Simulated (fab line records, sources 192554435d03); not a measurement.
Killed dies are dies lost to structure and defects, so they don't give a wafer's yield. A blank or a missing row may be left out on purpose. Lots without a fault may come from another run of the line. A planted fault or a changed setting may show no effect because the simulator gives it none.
Which tool did it? | flow n5_finfet | 22 lots, 66 wafers sampled, at 1 step of a route of 1938

WHAT THE GAUGES READ, wafer by wafer
N5_BEOL_M1_OVL_MEAS_29. Usual: V0_OVL -0.1 nm, standard deviation 0.72.
lot  | measured     | on         | V0_OVL (nm)    | flag
L074 | day 6 06:38  | overlay-01 | -0.6 0.1 -1.2  |
L075 | day 6 11:18  | overlay-02 | 1.5 0.4 0.3    |
L076 | day 6 17:49  | overlay-01 | 0.2 -0.5 -0.9  |
L077 | day 6 21:25  | overlay-01 | 0.5 0.0 0.0    |
L078 | day 7 00:38  | overlay-02 | 0.8 0.3 0.4    |
L079 | day 7 13:40  | overlay-01 | -0.7 -0.1 -0.4 |
L080 | day 7 17:32  | overlay-01 | -0.4 -1.5 -1.0 |
L081 | day 7 19:14  | overlay-01 | -0.3 -0.6 0.5  |
L083 | day 8 10:40  | overlay-02 | 1.8 -0.6 -0.6  |
L085 | day 9 03:07  | overlay-01 | 0.2 -0.3 0.4   |
L086 | day 9 07:07  | overlay-02 | -0.7 -1.0 0.1  |
L087 | day 9 14:42  | overlay-02 | -0.4 -1.5 -0.7 |
L088 | day 10 02:29 | overlay-02 | 1.1 1.0 0.2    |
L089 | day 10 04:12 | overlay-02 | 0.7 -0.3 1.0   |
L090 | day 10 08:40 | overlay-02 | 0.3 0.4 -0.4   |
L092 | day 10 11:46 | overlay-01 | 0.5 -0.7 0.5   |
L091 | day 10 20:29 | overlay-02 | -0.4 -0.5 0.1  |
L093 | day 10 22:56 | overlay-02 | 1.5 1.0 1.3    |
L094 | day 11 01:35 | overlay-01 | 0.0 0.9 0.6    |
L095 | day 11 05:00 | overlay-02 | -1.3 -0.5 -1.0 |
L096 | day 11 15:19 | overlay-01 | -0.6 -0.6 -1.4 |
L097 | day 12 05:06 | overlay-02 | -1.2 -0.3 -0.2 |

WHICH TOOL RAN EACH LOT (tool, then ch and the chambers of the sampled wafers, then the start)
The record holds no process step before these readings.

WHAT THE TOOLS THEMSELVES READ (means of the sampled wafers that have a number; where no wafer has one, the mark that the record gives instead)
The record holds no such reading with a usual standard deviation.

THE ANSWER, worked out from the rows above alone
Rule: a lot is off if the mean of its wafers that have a number lies more than 3 standard deviations from the usual mean. A lot without any number at a reading at which 4 lots or more have one is off too. The other lots that the step has rows for count as sound. The gauges are gone through in route order, then the tools' own readings, and for those a lot's mean is taken as printed above. The first step at which some lot is off is used, and at that step the reading that is off furthest; a lot without a number counts as furthest.
No lot is off at any reading shown: from this, nothing can be told.

WHAT THE SIMULATOR HAD PUT IN
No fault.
